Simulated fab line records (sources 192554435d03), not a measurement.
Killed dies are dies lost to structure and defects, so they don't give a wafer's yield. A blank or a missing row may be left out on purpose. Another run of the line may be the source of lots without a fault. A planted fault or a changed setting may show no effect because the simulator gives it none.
One fault seen from 3 desks :: flow n5_finfet :: numbers are kept per desk, each desk with only its own; the story behind them comes last

== TOOL OWNER'S DESK, pecvd-03 ==
The tool's own readings at N5_SDB_HM_DEP_00 (deposits SiNx from SiH4/NH3/N2, target thk 40 nm, time 35.3 s): means of the sampled wafers that have a number, for each lot that ran on this tool. A lot is out of limits, marked OUT, if its mean lies more than 4 standard deviations from the usual mean; the brackets give that distance.
Columns: A = heater_power_w at N5_SDB_HM_DEP_00, usual 728 W; B = showerhead_plenum_p_Torr at N5_SDB_HM_DEP_00, usual 5.14 Torr; C = showerhead_vpp_V at N5_SDB_HM_DEP_00, usual 1113 V; D = throttle_valve_pct at N5_SDB_HM_DEP_00, usual 40.7 %
lot: L269
first seen here: day 3 19:39
A: 776
B: 5.18
C: 1134
D: 40.4

lot: L271
first seen here: day 4 05:38
A: 734
B: 5.16
C: 1164
D: 41.2

lot: L274
first seen here: day 5 00:55
A: 785
B: 5.18
C: 1152
D: 40.6

lot: L283
first seen here: day 7 05:44
A: 756
B: 5.17
C: 1194
D: 40.3

lot: L285
first seen here: day 7 16:28
A: 725
B: 5.18
C: 1140
D: 40.6

lot: L287
first seen here: day 8 04:37
A: 740
B: 5.18
C: 1185
D: 40.3
This desk found nothing out of limits on any of the 6 lots.

== THE METROLOGY DESK ==
Means of the sampled wafers that have a number, per lot and without regard to the tool the lot ran on: this is what the gauges read. A lot is out of limits, marked OUT, if its mean lies more than 4 standard deviations from the usual mean; the brackets give that distance. Of its 10 readings 7 are shown: those that lie furthest out on some lot.
Columns: A = DIBL_N at N5_BEOL_M4_RC_MEAS_101, usual 36.5 mV/V; B = DIBL_P at N5_BEOL_M4_RC_MEAS_101, usual 36.5 mV/V; C = IOFF_P at N5_BEOL_M4_RC_MEAS_101, usual 0.21 nA/um; D = ION_N at N5_BEOL_M4_RC_MEAS_101, usual 672 uA/um; E = SS_N at N5_BEOL_M4_RC_MEAS_101, usual 71.6 mV/dec; F = SS_P at N5_BEOL_M4_RC_MEAS_101, usual 73.4 mV/dec; G = VT_P at N5_BEOL_M4_RC_MEAS_101, usual -250.5 mV
lot: L269
first seen here: day 8 14:59
A: 33.1
B: 35.4
C: 0.18
D: 668
E: 70.9
F: 72.8
G: -251.3

lot: L271
first seen here: day 8 18:32
A: 37.0
B: 34.7
C: 0.19
D: 672
E: 71.5
F: 72.4
G: -250.2

lot: L274
first seen here: day 9 02:56
A: 33.4
B: 33.6
C: 0.17
D: 675
E: 70.3
F: 72.6
G: -252.8

lot: L283
first seen here: day 11 17:55
A: 36.4
B: 35.2
C: 0.18
D: 649
E: 72.4
F: 72.6
G: -252.1

lot: L285
first seen here: day 11 22:51
A: 38.2
B: 36.5
C: 0.22
D: 663
E: 71.6
F: 73.3
G: -248.6

lot: L287
first seen here: day 12 10:35
A: 35.1
B: 33.6
C: 0.19
D: 671
E: 70.4
F: 72.4
G: -250.6

lot: L288
first seen here: day 13 08:45
A: 35.5
B: 36.7
C: 0.21
D: 672
E: 71.5
F: 73.1
G: -251.4

lot: L291
first seen here: day 13 21:25
A: 37.8
B: 40.0
C: 0.27
D: 679
E: 72.1
F: 74.1
G: -245.0

lot: L292
first seen here: day 14 20:04
A: 38.7
B: 40.7
C: 0.22
D: 676
E: 72.3
F: 74.7
G: -250.4
This desk found nothing out of limits on any of the 9 lots.

== THE DEFECT DESK ==
Lot by lot, what the route's inspections counted, given as the mean of those sampled wafers with a number. A lot is out of limits, marked OUT, if its mean lies more than 4 standard deviations from the usual mean; the brackets give that distance.
Columns: A = raw_defect_count at N5_SDB_INSPECT_13, usual 82; B = raw_defect_count at N5_DUMMY_REMOVAL_INSPECT_06, usual 13
lot: L269
first seen here: day 3 20:10
A: 86
B: 19

lot: L271
first seen here: day 4 06:08
A: 64
B: 18

lot: L274
first seen here: day 5 01:21
A: 56
B: 13

lot: L283
first seen here: day 7 06:16
A: 58
B: 17

lot: L285
first seen here: day 7 16:51
A: 52
B: 13

lot: L287
first seen here: day 8 05:07
A: 57
B: 17

lot: L288
first seen here: day 8 11:17
A: 73
B: 6

lot: L291
first seen here: day 9 06:14
A: 132
B: 13

lot: L292
first seen here: day 9 12:47
A: 125
B: 12
This desk found nothing out of limits on any of the 9 lots.

== TAKEN TOGETHER ==
Nothing out of limits was seen by the tool owner's desk.
Metrology desk: nothing out of limits seen.
No out-of-limits result turned up at the defect desk.

== WHAT THE SIMULATOR HAD PUT IN ==
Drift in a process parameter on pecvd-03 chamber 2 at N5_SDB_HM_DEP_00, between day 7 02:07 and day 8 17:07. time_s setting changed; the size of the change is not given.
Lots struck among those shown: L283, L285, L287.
